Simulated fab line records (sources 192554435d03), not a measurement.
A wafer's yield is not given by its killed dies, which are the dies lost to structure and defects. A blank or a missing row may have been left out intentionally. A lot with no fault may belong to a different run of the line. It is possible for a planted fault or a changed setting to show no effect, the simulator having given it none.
fab line records	flow n5Finfet
record lots=10	wafers=29	lastDay=18
route steps=1938 shown ZERO_LAYER@9 WELL_APT@30 FIN_SAQP@94 BEOL_M4@1111 PASSIVATION@1936
lots untouched by any fault: they come from a run of this same line in which no faults occurred
startH: the number of hours between the record's first day and the start of the first shown wafer of the lot	waitH: how many hours have passed since the lot's step before this one	" identical to the entry in the row above	L1.1+2: a row that stands for several wafers	- no value, or no start was given	* or withheld: withheld	< > ~ a bound
route shown NAME@n: names a module that has steps shown in the file, with the first one's number in the route	usual: average and standard deviation across the fault-free wafers	same: alike in all rows	chamber/n: place in a boat	sites: readings site by site	_std_site: how widely they spread, as a standard deviation	_edge_site: mean of outer sites minus mean of inner sites	radiusMm: how far each site lies from the wafer's centre	mask NAME#n: copy n	behind: the most recent tool/chamber to have shaped the wafer	hold: why the lot went on hold/how many hours it stayed there/how the hold came to an end	device: the n, p or np transistor that did not switch	end of line: tests of these same wafers at the route's end	step lacking rows: just its recipe	killed: dies that structure and defects cost at the first sort, which is not the same as the wafer's yield	map: a wafer's dies, x killed, . not, _ none there
set.NAME: the setting as run; set.NAME@STEP: as run at that earlier step	model.NAME: the simulator's own value behind a step, which no gauge read
one table for each step of the route and one row for each wafer, over a sample of lots
services: when a tool's chamber went out of use (startH, in hours from the record's first day, below 0 if earlier), for how many hours, and the reason
## steps
# step N5_ZERO_LAYER_EXPOSE_08
# recipe maskId=ZERO	na=0.55	sourceShape=conventional	sigmaOuter=0.8	polarization=unpolarized	defocusNm=0	targetCdNm=2000	doseMj=16.2
lot.wafer	tool	chamber	startH	waitH	mask
L368.3+4+6	krfScanner-02	0	24.60	-	ZERO#0
L370.3+4+5	krfScanner-01	0	36.60	-	ZERO#0
L371.1+4+5	krfScanner-02	0	42.61	-	ZERO#0
L372.2+3+5	krfScanner-01	0	48.60	-	ZERO#0
L374.1+4	krfScanner-02	0	60.46	-	ZERO#0
L381.2+3+4	krfScanner-01	0	102.57	-	ZERO#0
L382.1+3+4	krfScanner-01	0	108.49	-	ZERO#0
L387.2+3+6	krfScanner-01	0	138.60	-	ZERO#0
L388.3+4+5	krfScanner-02	0	144.80	-	ZERO#0
L389.2+3+5	krfScanner-02	0	150.49	-	ZERO#0
# step N5_ZERO_LAYER_CD_MEAS_11
# recipe targetCdNm=2000	landingEnergyEv=500	detector=seInlens
# usual cdNm=2000.6/1.4
lot.wafer	tool	chamber	startH	waitH	cdNm
L368.3	cdSem-02	0	24.77	-	2001.4
L368.4	"	0	"	"	2002.1
L368.6	"	0	"	"	2001.9
L370.3	cdSem-03	0	36.77	-	1999.4
L370.4	"	0	"	"	1999.9
L370.5	"	0	"	"	1998.0
L371.1	cdSem-03	0	42.78	-	1999.7
L371.4	"	0	"	"	2000.0
L371.5	"	0	"	"	2002.1
L372.2	cdSem-03	0	48.77	-	1999.8
L372.3	"	0	"	"	2000.9
L372.5	"	0	"	"	2001.8
L374.1	cdSem-02	0	60.64	-	2005.0
L374.4	"	0	"	"	2004.7
L381.2	cdSem-01	0	102.74	-	2000.5
L381.3	"	0	"	"	1999.3
L381.4	"	0	"	"	2000.9
L382.1	cdSem-02	0	108.66	-	2000.2
L382.3	"	0	"	"	2001.8
L382.4	"	0	"	"	2002.9
L387.2	cdSem-02	0	138.77	-	1997.9
L387.3	"	0	"	"	1998.5
L387.6	"	0	"	"	1997.6
L388.3	cdSem-02	0	144.96	-	2001.2
L388.4	"	0	"	"	2002.7
L388.5	"	0	"	"	2001.9
L389.2	cdSem-01	0	150.67	-	2000.9
L389.3	"	0	"	"	2000.4
L389.5	"	0	"	"	2000.9
# step N5_ZERO_LAYER_STRIP_24
# recipe chemistry=O2	powerW=1000	tempC=250	overashFraction=0.3	pressureMtorr=1000	o2FlowSccm=6750
# usual drypumpMotorCurrentA=5.6/0.53	heaterPowerW=327/7.6	oesProductAu=0.647/0.0045	stripTimeToEndpointS=43.86/0.082
lot.wafer	tool	chamber	startH	waitH	drypumpMotorCurrentA	heaterPowerW	oesProductAu	rfHoursCounterH	stripTimeToEndpointS
L368.3	plasmaAsher-01	1	25.12	0.1	5.8	322	0.653	-	43.76
L368.4	"	0	"	"	5.0	324	0.647	-	43.70
L368.6	"	0	"	"	5.0	324	0.647	-	43.83
L370.3	plasmaAsher-02	0	37.04	0.1	6.4	331	0.645	-	43.77
L370.4	"	1	"	"	5.3	326	0.645	-	43.78
L370.5	"	0	"	"	6.4	333	0.651	-	43.61
L371.1	plasmaAsher-01	0	43.03	0.1	5.0	329	0.650	81	43.85
L371.4	"	1	"	"	5.7	323	0.653	-	43.88
L371.5	"	1	"	"	5.8	320	0.645	-	43.81
L372.2	plasmaAsher-02	1	49.02	0.1	5.3	332	0.649	27	43.99
L372.3	"	0	"	"	6.4	326	0.646	-	43.85
L372.5	"	0	"	"	6.4	334	0.651	-	43.87
L374.1	plasmaAsher-02	1	60.98	0.1	5.3	336	0.642	30	43.89
L374.4	"	0	"	"	6.4	332	0.641	-	43.86
L381.2	plasmaAsher-01	0	103.09	0.1	5.0	318	0.645	91	43.76
L381.3	"	0	"	"	5.0	322	0.650	-	43.83
L381.4	"	1	"	"	5.8	321	0.648	-	43.81
L382.1	plasmaAsher-01	0	108.97	0.1	5.0	333	0.652	93	44.03
L382.3	"	1	"	"	5.8	324	0.649	-	43.97
L382.4	"	0	"	"	5.0	318	0.655	-	44.01
L387.2	plasmaAsher-02	1	139.04	0.1	5.3	335	0.643	45	43.82
L387.3	"	1	"	"	5.2	331	0.659	-	43.83
L387.6	"	0	"	"	6.4	334	0.653	-	43.79
L388.3	plasmaAsher-02	1	145.29	0.1	5.3	335	0.642	-	43.74
L388.4	"	0	"	"	6.4	334	0.649	-	43.90
L388.5	"	0	"	"	6.4	340	0.645	-	43.82
L389.2	plasmaAsher-01	0	150.93	0.1	5.0	315	0.642	101	43.77
L389.3	"	1	"	"	5.8	329	0.632	-	43.72
L389.5	"	0	"	"	5.0	319	0.645	-	43.77
# step N5_WELL_APT_INSPECT_10
# recipe mode=adi	inspectInstrument=macro
# usual rawDefectCount=2.1/1.5
lot.wafer	tool	chamber	startH	waitH	rawDefectCount
L368.3	defectInspect-01	-	25.81	0.0	0
L368.4	"	-	"	"	4
L368.6	"	-	"	"	2
L370.3	defectInspect-02	-	37.74	0.0	0
L370.4	"	-	"	"	4
L370.5	"	-	"	"	0
L371.1	defectInspect-01	-	43.77	0.0	4
L371.4	"	-	"	"	1
L371.5	"	-	"	"	2
L372.2	defectInspect-01	-	49.86	0.0	3
L372.3	"	-	"	"	0
L372.5	"	-	"	"	2
L374.1	defectInspect-01	-	61.70	0.0	1
L374.4	"	-	"	"	1
L381.2	defectInspect-01	-	103.81	0.0	2
L381.3	"	-	"	"	1
L381.4	"	-	"	"	0
L382.1	defectInspect-02	-	109.68	0.0	4
L382.3	"	-	"	"	1
L382.4	"	-	"	"	2
L387.2	defectInspect-01	-	140.01	0.0	1
L387.3	"	-	"	"	3
L387.6	"	-	"	"	2
L388.3	defectInspect-02	-	146.12	0.0	1
L388.4	"	-	"	"	0
L388.5	"	-	"	"	5
L389.2	defectInspect-02	-	152.03	0.0	3
L389.3	"	-	"	"	3
L389.5	"	-	"	"	1
# step N5_FIN_SAQP_ALD_61
# recipe material=SiO2	targetThkA=40	tempC=300	aldPrecursorFamily=BDEAS	aldCoReactant=O2-plasma	pulseTimeS=1	purgeTimeS=2	coReactantPurgeTimeS=2	aldCycles=43	pressureTorr=2
# usual chamberPressureTorr=2.000/0.0046	heaterPowerW=464/54	precursorPulseHeightRel=1.000/0.019
# same pulseTimeS=1
lot.wafer	tool	chamber	startH	waitH	chamberPressureTorr	heaterPowerW	precursorPulseHeightRel
L368.3	aldSin-04	1	33.90	0.0	2.001	447	0.986
L368.4	"	2	"	"	1.999	481	0.962
L368.6	"	0	"	"	2.001	372	0.983
L370.3	aldSin-01	0	45.69	0.0	1.996	508	0.974
L370.4	"	3	"	"	2.004	411	0.980
L370.5	"	0	"	"	2.000	518	1.044
L371.1	aldSin-01	0	51.39	0.0	2.007	507	0.995
L371.4	"	1	"	"	1.995	434	1.018
L371.5	"	2	"	"	1.998	457	0.995
L372.2	aldSin-01	2	58.09	0.0	1.997	439	1.029
L372.3	"	0	"	"	1.997	515	0.990
L372.5	"	3	"	"	2.002	432	1.014
L374.1	aldSin-01	3	67.88	0.0	2.004	412	0.963
L374.4	"	0	"	"	1.999	519	1.006
L381.2	aldSin-01	1	112.29	0.4	2.005	432	1.012
L381.3	"	2	"	"	1.997	438	1.006
L381.4	"	0	"	"	1.997	502	0.977
L382.1	aldSin-03	1	116.84	0.0	2.002	539	0.973
L382.3	"	3	"	"	2.003	489	1.020
L382.4	"	2	"	"	2.002	587	0.999
L387.2	aldSin-01	3	148.78	0.0	2.005	413	0.998
L387.3	"	2	"	"	2.003	446	0.986
L387.6	"	3	"	"	2.005	426	0.996
L388.3	aldSin-01	0	153.44	0.0	1.996	517	0.999
L388.4	"	3	"	"	1.993	429	0.999
L388.5	"	0	"	"	2.001	505	1.013
L389.2	aldSin-03	1	160.69	1.3	2.002	537	1.008
L389.3	"	2	"	"	1.997	600	0.998
L389.5	"	2	"	"	2.002	600	1.004
# step N5_BEOL_M4_RC_MEAS_101
# usual DIBL_N=37.0/1.7	DIBL_P=36.7/2	IOFF_N=0.17/0.035	IOFF_P=0.22/0.035	ION_N=672/12	ION_P=461/7.5	SS_N=71.6/0.67	SS_P=73.4/0.64	VT_N=250/3.5	VT_P=-250/3.5
lot.wafer	tool	chamber	startH	waitH	DIBL_N[mV/V]	DIBL_P[mV/V]	IOFF_N[nA/um]	IOFF_P[nA/um]	ION_N[uA/um]	ION_P[uA/um]	SS_N[mV/dec]	SS_P[mV/dec]	VT_N[mV]	VT_P[mV]
L368.3	prober-01	0	176.08	0.3	38.7	41.7	0.22	0.27	674	463	72.6	75.0	248	-248
L368.4	"	0	"	"	37.0	39.1	0.16	0.20	664	454	73.0	73.4	254	-251
L368.6	"	0	"	"	35.7	36.9	0.14	0.18	645	445	72.5	73.1	256	-253
L370.3	prober-01	0	192.97	0.3	37.8	36.6	0.17	0.21	675	459	71.3	73.5	247	-249
L370.4	"	0	"	"	36.9	35.6	0.15	0.19	657	451	71.4	73.4	247	-249
L370.5	"	0	"	"	35.3	33.9	0.12	0.18	650	447	70.9	72.8	252	-250
L371.1	prober-02	0	193.05	0.0	38.6	38.0	0.20	0.24	695	466	71.1	73.5	245	-251
L371.4	"	0	"	"	39.0	38.0	0.20	0.23	682	461	72.1	74.5	245	-250
L371.5	"	0	"	"	38.8	37.8	0.20	0.22	674	451	71.9	74.3	247	-252
L372.2	prober-01	0	196.31	0.2	38.4	39.0	0.19	0.27	665	464	72.2	73.6	247	-248
L372.3	"	0	"	"	39.2	38.8	0.20	0.25	668	449	72.3	74.1	249	-249
L372.5	"	0	"	"	39.6	39.8	0.21	0.27	658	454	72.4	74.5	247	-250
L374.1	prober-02	0	216.00	0.0	38.4	38.6	0.21	0.24	705	469	72.5	73.6	246	-246
L374.4	"	0	"	"	38.6	38.4	0.21	0.25	695	471	72.0	73.5	244	-246
L381.2	prober-02	0	250.05	0.2	37.9	37.6	0.20	0.24	662	461	72.1	73.2	247	-247
L381.3	"	0	"	"	37.5	37.4	0.17	0.24	668	462	71.8	73.2	249	-250
L381.4	"	0	"	"	35.4	35.6	0.14	0.21	665	464	71.1	73.1	251	-249
L382.1	prober-02	0	257.08	0.0	36.5	36.5	0.17	0.24	683	469	71.2	73.5	249	-243
L382.3	"	0	"	"	37.1	36.3	0.16	0.23	679	467	70.8	72.1	248	-248
L382.4	"	0	"	"	41.1	40.7	0.27	0.32	688	470	72.2	74.2	241	-242
L389.2	prober-02	0	300.09	0.2	37.0	35.8	0.15	0.21	680	467	71.1	73.7	250	-247
L389.3	"	0	"	"	35.9	34.6	0.13	0.19	658	460	70.7	72.8	251	-250
L389.5	"	0	"	"	39.1	38.2	0.19	0.25	690	470	72.1	73.5	246	-248
L387.2	prober-02	0	302.36	0.2	36.6	36.8	0.13	0.17	658	447	71.6	73.4	256	-257
L387.3	"	0	"	"	39.4	40.1	0.18	0.21	662	452	72.6	73.8	249	-251
L387.6	"	0	"	"	38.0	38.7	0.15	0.19	664	454	71.6	74.3	253	-254
L388.3	prober-02	0	322.71	0.3	35.5	34.4	0.15	0.20	675	467	72.0	73.6	250	-250
L388.4	"	0	"	"	36.0	35.2	0.16	0.22	678	466	71.8	73.5	246	-249
L388.5	"	0	"	"	35.8	34.2	0.14	0.20	664	461	71.2	73.1	251	-252
# step N5_PASSIVATION_PROBE_49
# usual defectLimitedYield=91.1/1.3	killed_at_M0_to_M3=35/11	killed_at_M4_up=13/5.4	killedAtContacts=14/6.5	killedAtFrontEnd=41/11	killedAtOther=4/3.1	killedDies=106/15	killedOpen=69/12	killedShort=35/7	sort_bin_5_function=5.2/0.86	sort_bin_6_memory=3.4/0.64	sortNPass=1074/15	sortYieldPct=91.0/1.3
# same grossDies=1180	killedAtBackSide=0	sort_bin_4_leakage[%]=0	sort_bin_8_speed[%]=0
lot.wafer	tool	chamber	startH	waitH	defectLimitedYield[%]	killed_at_M0_to_M3	killed_at_M4_up	killedAtContacts	killedAtFrontEnd	killedAtOther	killedDies	killedOpen	killedShort	sort_bin_5_function[%]	sort_bin_6_memory[%]	sortNPass	sortYieldPct[%]
L371.1	prober-01	-	293.44	0.0	92.1	39	8	11	33	2	93	61	32	4.8	2.8	1087	92.1
L371.4	prober-01	-	293.59	0.2	91.4	53	12	6	28	3	102	57	43	5.1	3.1	1078	91.4
L371.5	prober-01	-	293.64	0.2	91.7	38	6	18	36	0	98	60	38	5.7	2.3	1082	91.7
L372.2	prober-02	-	295.64	0.1	90.7	16	26	15	50	3	110	71	38	5.1	4.1	1070	90.7
L372.3	prober-02	-	295.69	0.1	93.2	21	6	5	46	2	80	54	25	4.2	2.5	1100	93.2
L372.5	prober-02	-	295.79	0.2	91.1	36	10	13	42	4	105	66	38	5.1	3.6	1075	91.1
L374.1	prober-02	-	314.45	0.0	92.9	45	9	8	21	1	84	55	24	3.7	3.3	1096	92.9
L374.4	prober-02	-	314.60	0.2	91.2	53	13	6	30	2	104	72	29	5.3	3.3	1076	91.2
# killed by level:class
L371.1 BEOL_M1:geometricParticle:open=12 MOL_CONTACT_COAG:geometricParticle:open=10 BEOL_M0_SAQP:geometricParticle:short=10 STI_FIN_REVEAL:geometricParticle:open=9 BEOL_M0_SAQP:geometricParticle:open=7 SPACER0:geometricParticle:short=6 BEOL_M3:geometricParticle:open=5 BEOL_M4:geometricParticle:open=5
L371.4 BEOL_M3:geometricParticle:short=12 BEOL_M0_SAQP:geometricParticle:open=9 BEOL_M1:geometricParticle:open=7 BEOL_M3:geometricParticle:open=7 FIN_SAQP:geometricParticle:short=6 BEOL_M4:geometricParticle:open=6 FIN_SAQP:geometricParticle:open=5 MOL_CONTACT_COAG:geometricParticle:open=5
L371.5 MOL_CONTACT_COAG:geometricParticle:open=18 GATE_CUT:geometricParticle:short=7 BEOL_M0_SAQP:geometricParticle:open=7 BEOL_M3:geometricParticle:short=7 BEOL_M1:geometricParticle:open=6 BEOL_M3:geometricParticle:open=6 BEOL_M0_SAQP:geometricParticle:short=5 STI_FIN_REVEAL:geometricParticle:open=4
L372.2 STI_FIN_REVEAL:geometricParticle:open=12 FIN_SAQP:geometricParticle:short=11 MOL_CONTACT_COAG:geometricParticle:open=11 BEOL_M4:geometricParticle:open=11 FIN_SAQP:geometricParticle:open=6 BEOL_M0_SAQP:geometricParticle:short=6 STARTING-WAFER:geometricParticle:open=5 ILD0:geometricParticle:short=4
L372.3 STI_FIN_REVEAL:geometricParticle:open=19 BEOL_M0_SAQP:geometricParticle:open=8 FIN_SAQP:geometricParticle:open=6 FIN_SAQP:geometricParticle:short=5 STI_FIN_REVEAL:geometricParticle:short=5 MOL_CONTACT_COAG:geometricParticle:open=4 GATE_CUT:geometricParticle:open=3 GATE_CUT:geometricParticle:short=3
L372.5 STI_FIN_REVEAL:geometricParticle:open=14 MOL_CONTACT_COAG:geometricParticle:open=11 BEOL_M0_SAQP:geometricParticle:short=9 BEOL_M0_SAQP:geometricParticle:open=8 DUMMY_GATE:geometricParticle:open=7 FIN_SAQP:geometricParticle:short=6 FIN_SAQP:geometricParticle:open=5 BEOL_M1:geometricParticle:open=5
L374.1 BEOL_M0_SAQP:geometricParticle:open=11 BEOL_M3:geometricParticle:open=9 MOL_CONTACT_COAG:geometricParticle:open=6 BEOL_M0_SAQP:geometricParticle:short=6 BEOL_M1:geometricParticle:open=6 STI_FIN_REVEAL:geometricParticle:open=5 FIN_SAQP:geometricParticle:short=4 DUMMY_GATE:geometricParticle:open=4
L374.4 BEOL_M3:geometricParticle:open=20 BEOL_M1:geometricParticle:open=10 FIN_SAQP:geometricParticle:open=6 FIN_SAQP:geometricParticle:short=6 GATE_CUT:geometricParticle:open=6 MOL_CONTACT_COAG:geometricParticle:open=6 BEOL_M0_SAQP:geometricParticle:open=6 BEOL_M0_SAQP:geometricParticle:short=5
## services
tool	chamber	startH	hours	kind
aldSin-03	1	4.38	2.1	repair
aldSin-01	-	12.41	14.6	pm
krfScanner-02	-	16.05	4.0	pm
aldSin-03	-	18.16	6.1	pm
aldSin-03	-	27.29	1.6	repair
krfScanner-01	-	27.32	4.4	pm
aldSin-04	0	44.99	5.6	repair
aldSin-01	-	46.44	4.5	repair
aldSin-03	1	51.93	1.3	repair
krfScanner-02	-	56.15	0.8	pm
aldSin-03	1	57.34	5.5	repair
aldSin-04	1	60.30	25.2	repair
krfScanner-02	-	61.61	0.9	repair
plasmaAsher-01	-	61.83	2.8	pm
krfScanner-02	-	66.82	3.5	repair
aldSin-03	1	69.43	6.9	repair
aldSin-03	2	84.95	3.3	repair
krfScanner-02	-	86.93	1.0	pm
plasmaAsher-02	-	100.61	3.8	repair
krfScanner-01	-	105.16	1.0	pm
krfScanner-01	-	120.68	1.3	pm
aldSin-03	-	132.85	14.6	pm
krfScanner-01	-	151.99	0.8	pm
krfScanner-02	-	158.38	1.3	pm
## key
firstSign step=N5_ZERO_LAYER_CD_MEAS_11	reading=cdNm	direction=up	sigmas=3	usual=2000.6	struck=2004.8
effect none on later readings
metAt N5_ZERO_LAYER_EXPOSE_08
struckLots L374
struckWafers L374.1,L374.4
notActingAt N5_ZERO_LAYER_STRIP_24,N5_WELL_APT_INSPECT_10,N5_FIN_SAQP_ALD_61
onsetBetween 42.61 60.46
fault kind=processParameterDrift	tool=krfScanner-02	chamber=-	onsetH=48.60	steps=N5_ZERO_LAYER_EXPOSE_08	channel=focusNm	offset=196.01	shape=step	endH=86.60	scope=struckWafersOnly
